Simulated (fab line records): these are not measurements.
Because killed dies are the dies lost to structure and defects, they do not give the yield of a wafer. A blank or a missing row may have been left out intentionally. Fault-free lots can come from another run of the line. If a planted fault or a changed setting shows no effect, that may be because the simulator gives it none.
Chamber matching | flow nand_harc | rie_diel-03 running NHARC_A_CONTACT_ETCH_102: 4 sister chambers
The step etches the open film in CF4/O2, target depth 100 nm, overetch 10 nm, time 55 s. 8 wafers are shown with their chamber, then 9 later ones without.

== WAFERS PAIRED WITH THEIR CHAMBERS ==
wafer  | chamber | showerhead_plenum_p_Torr (Torr) | drypump_motor_current_A (A)
L082.1 | 1       | 1.35                            | 5.8
L081.2 | 1       | 1.35                            | 5.7
L081.3 | 0       | 1.23                            | 6.0
L084.1 | 0       | 1.23                            | 5.9
L084.5 | 3       | 1.24                            | 5.7
L085.2 | 3       | 1.23                            | 5.7
L085.4 | 2       | 1.34                            | 6.1
L085.6 | 2       | 1.34                            | 6.0

== WAFERS WITH NO CHAMBER GIVEN ==
wafer  | showerhead_plenum_p_Torr (Torr) | drypump_motor_current_A (A)
L091.1 | 1.35                            | 5.8
L091.4 | 1.23                            | 5.7
L091.5 | 1.34                            | 6.0
L093.2 | 1.23                            | 5.7
L093.3 | 1.44                            | 5.9
L093.6 | 1.44                            | 5.9
L094.4 | 1.34                            | 6.0
L094.5 | 1.44                            | 6.0
L094.6 | 1.23                            | 5.7

== CHAMBER TAKEN BY EACH ==
wafer  | from the rows above | in truth
L091.1 | 1                   | 1
L091.4 | 3                   | 3
L091.5 | 2                   | 2
L093.2 | 3                   | 3
L093.3 | 1                   | 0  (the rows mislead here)
L093.6 | 1                   | 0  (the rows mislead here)
L094.4 | 2                   | 2
L094.5 | 1                   | 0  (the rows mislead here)
L094.6 | 3                   | 3
Placed correctly: 6 of 9. Not placeable from these rows: 0. Number placed wrongly: 3.
How it was worked out, from the rows above alone: a wafer's distance from a chamber is the root of the sum, over the readings, of the square of ((its reading less the chamber's mean) divided by the reading's scatter). The wafer belongs to the nearest chamber; if the next one is less than 2 further off, it can't be placed. A chamber's mean is the mean of its shown wafers. The scatter is the square root of a quotient: the sum, over the shown wafers, of each reading's squared deviation from its chamber's mean, divided by wafers minus chambers.
